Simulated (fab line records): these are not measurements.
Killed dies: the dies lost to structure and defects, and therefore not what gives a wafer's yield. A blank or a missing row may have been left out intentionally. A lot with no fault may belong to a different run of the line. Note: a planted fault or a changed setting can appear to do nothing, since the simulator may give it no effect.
One fault through the eyes of 2 desks + flow n5Finfet + numbers are kept per desk, each desk with only its own; the story behind them comes last

THE METROLOGY DESK
What the gauges read for every lot (on any tool): the sampled wafers with a number, averaged. Marked OUT: a lot whose mean sits more than 4 standard deviations from the usual mean, which makes it out of limits; the brackets give that distance.
Columns: A = MIM_BOT_OVL at N5_MIM_BOT_LITHO_OVL_MEAS_11, usual 4 nm
| lot  | first seen here | A  |
|------|-----------------|----|
| L182 | day 13 08:23    | 3  |
| L184 | day 13 21:38    | 6  |
| L192 | day 15 20:02    | -0 |
| L195 | day 16 10:43    | 6  |
| L197 | day 16 22:41    | 6  |
| L199 | day 17 08:16    | 5  |
| L200 | day 17 13:28    | 2  |
| L202 | day 18 15:59    | -2 |
| L201 | day 18 19:28    | 10 |
This desk's verdict: no lot among the 9 shows anything out of limits.

TOOL OWNER'S DESK, pecvd-02
The tool's own readings at N5_PASSIVATION_PECVD_55 (deposits SiO2 from SiH4/N2O, target thk 400 nm, time 22.5 s): means of the sampled wafers that have a number, for each lot that ran on this tool. Marked OUT: a lot whose mean sits more than 4 standard deviations from the usual mean, which makes it out of limits; the brackets give that distance.
Columns: A = heaterPowerW at N5_PASSIVATION_PECVD_55, usual 671 W; B = showerheadPlenumPTorr at N5_PASSIVATION_PECVD_55, usual 8.20 Torr; C = throttleValvePct at N5_PASSIVATION_PECVD_55, usual 51.0 %
| lot  | first seen here | A   | B    | C    |
|------|-----------------|-----|------|------|
| L182 | day 13 09:35    | 631 | 8.29 | 53.2 |
| L184 | day 13 22:37    | 600 | 8.25 | 51.6 |
| L197 | day 16 23:38    | 669 | 8.26 | 51.5 |
| L201 | day 18 20:27    | 619 | 8.27 | 50.1 |
This desk's verdict: no lot among the 4 shows anything out of limits.

PUT TOGETHER
At the metrology desk, nothing out of limits was observed.
The desk of the tool owner found nothing out of limits.

WHAT THE SIMULATOR PUT IN
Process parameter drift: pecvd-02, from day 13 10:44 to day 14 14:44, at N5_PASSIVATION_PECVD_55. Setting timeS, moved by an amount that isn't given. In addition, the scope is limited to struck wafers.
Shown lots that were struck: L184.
